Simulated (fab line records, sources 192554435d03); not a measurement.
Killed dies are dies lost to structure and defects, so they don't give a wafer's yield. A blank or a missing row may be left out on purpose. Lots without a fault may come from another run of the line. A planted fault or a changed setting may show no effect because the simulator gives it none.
A struck lot beside a sound one | flow n5_finfet | 24 steps out of a route of 1938
Sound: wafers L259.2, L259.3, L259.6. Struck: wafers L276.3, L276.4, L276.6. The cause comes at the end.
At each step with rows: each side's tool, then ch and its chambers, then its first start. Under that, the readings that differ: sound wafers | struck wafers | difference of the means | sigmas: that difference in standard deviations of wafers without a fault.
alike: readings whose means differ by less than 2 such deviations, and words and numbers that are the same on both sides. not compared: withheld readings, readings that some wafer has no value for, bounds like >300 that may hide the same value, and numbers for which the record gives no deviation and whose values overlap.
The two part at a step that has a row with sigmas, a row that says differs or no value, or rows on one side only. Numbers that don't overlap but have no deviation are shown without sigmas and don't part them. A reading that every wafer of one side lacks parts them only if that side has two wafers or more.

N5_BEOL_M4_DEP_57: deposits SiCN from 3MS/NH3, target thk 8 nm, time 14 s.
  sound on pecvd-01 ch 0,1,2, day 9 02:38; struck on pecvd-04 ch 0,1,2, day 12 22:21
  alike: showerhead_plenum_p_Torr, throttle_valve_pct
N5_BEOL_M4_RS_MEAS_58: measures by four-point-probe.
  sound on film_metro-01, day 9 02:42; struck on film_metro-01, day 12 22:25
  alike: M4_RS
N5_BEOL_M4_INSPECT_59: inspects for defects (darkfield).
  sound on defect_inspect-01, day 9 02:44; struck on defect_inspect-01, day 12 22:26
  alike: raw_defect_count
N5_BEOL_M4_RC_MEAS_101:
  sound on prober-01 ch 0, day 9 02:55; struck on prober-01 ch 0, day 12 22:47
  alike: DIBL_N, DIBL_P, IOFF_N, IOFF_P, ION_N, ION_P, SS_N, SS_P, VT_N, VT_P
N5_BEOL_M5_ILD_DEP_00: deposits SiCOH lowk from DEMS/porogen, target thk 140.64 nm, time 25.9 s.
  sound on pecvd-02 ch 0,1,2, day 9 03:43; struck on pecvd-01 ch 0,1,2, day 12 23:27
  reading            | sound       | struck      | difference | sigmas
  heater_power_w (W) | 312 259 324 | 246 169 213 | -89        | -2
  alike: showerhead_plenum_p_Torr, throttle_valve_pct
then, 1 step without rows for these wafers: N5_BEOL_M5_CURE_79 (cures SiCOH lowk, time 240 s).
N5_BEOL_M5_THK_MEAS_01:
  sound on film_metro-02, day 9 04:17; struck on film_metro-02, day 13 00:18
  alike: M5_ILD_THK
N5_BEOL_M5_PECVD_70: deposits SiO2 from TEOS/O2, target thk 16 nm, time 18 s.
  sound on pecvd-01 ch 0,1,2, day 9 04:19; struck on pecvd-01 ch 0,1,2, day 13 00:20
  alike: heater_power_w, showerhead_plenum_p_Torr, throttle_valve_pct
N5_BEOL_M5_HM_DEP_02: deposits TiN, target thk 20 nm.
  sound on pvd_sputter-02, day 9 04:30; struck on pvd_sputter-01, day 13 01:16
  alike: throttle_valve_pct
then, 3 steps without rows for these wafers: N5_BEOL_M5_COAT_59 (time 60 s, resist thk 60 nm); N5_BEOL_M5_COAT_60 (time 60 s, resist thk 12 nm); N5_BEOL_M5_COAT_71 (time 60 s, resist thk 5 nm).
N5_BEOL_M5_COAT_05: resist thk 30 nm.
  sound on litho_track-03 ch 0, day 9 04:38; struck on litho_track-03 ch 0, day 13 01:23
  reading                                      | sound                | struck               | difference | sigmas
  spin_speed_rpm (rpm)                         | 1500.6 1498.4 1500.0 | 1703.2 1703.3 1704.7 | +204.1     | +99 or more
  model.CAR-EUV_of_BEOL_M5_COAT_05.thk_nm (nm) | 30 30 30             | 28.2 28.2 28.2       | -1.8       |
  alike: chill_plate_temp_C
then, 5 steps without rows for these wafers: N5_BEOL_M5_EBR_07; N5_BEOL_M5_SOFTBAKE_06 (time 60 s); N5_BEOL_M5_EXPOSE_08 (exposes mask M5, target cd 28 nm); N5_BEOL_M5_PEB_09 (peb time 60 s); N5_BEOL_M5_DEVELOP_10 (develop time 30 s).
N5_BEOL_M5_CD_MEAS_11: target cd 27.74 nm.
  sound on cd_sem-01 ch 0, day 9 04:54; struck on cd_sem-03 ch 0, day 13 01:46
  alike: cd_nm
N5_BEOL_M5_OVL_MEAS_12:
  sound on overlay-01 ch 0, day 9 04:56; struck on overlay-02 ch 0, day 13 01:49
  alike: M5_OVL
N5_BEOL_M5_INSPECT_13: inspects for defects (brightfield).
  sound on defect_inspect-02, day 9 04:59; struck on defect_inspect-01, day 13 01:52
  alike: raw_defect_count
N5_BEOL_M5_DESCUM_16: chemistry O2, time 7 s.
  sound on rie_diel-02 ch 1,3, day 9 05:37; struck on rie_diel-02 ch 2,3, day 13 01:55
  reading                                      | sound    | struck         | difference | sigmas
  model.CAR-EUV_of_BEOL_M5_COAT_05.thk_nm (nm) | 26 26 26 | 24.2 24.4 24.4 | -1.7       |
  alike: drypump_motor_current_A, oes_product_au, rf_vpp_V, showerhead_plenum_p_Torr, throttle_valve_pct
  not compared: rf_hours_counter_h
N5_BEOL_M5_ETCH_72: etches underlayer in N2/H2, target depth 6.5 nm, time 5.2 s.
  sound on rie_diel-02 ch 1,3, day 9 05:39; struck on rie_diel-02 ch 2,3, day 13 01:57
  alike: drypump_motor_current_A, etch_rf_on_time_s, oes_product_au, rf_vpp_V, showerhead_plenum_p_Torr, throttle_valve_pct
  not compared: rf_hours_counter_h
-- the record jumps here: 4 days lie between the struck wafers' starts before and after (it left off in module BEOL_M5 and takes up again in module PASSIVATION, whose first step shown is number 1936 of the route) --
N5_PASSIVATION_PROBE_49:
  the record has rows for the struck wafers here (prober-01, day 17 09:40) and none for the sound ones

WHERE THEY PART
First at N5_BEOL_M5_ILD_DEP_00; last, within this record, at N5_PASSIVATION_PROBE_49.

WHY: what the simulator had put in
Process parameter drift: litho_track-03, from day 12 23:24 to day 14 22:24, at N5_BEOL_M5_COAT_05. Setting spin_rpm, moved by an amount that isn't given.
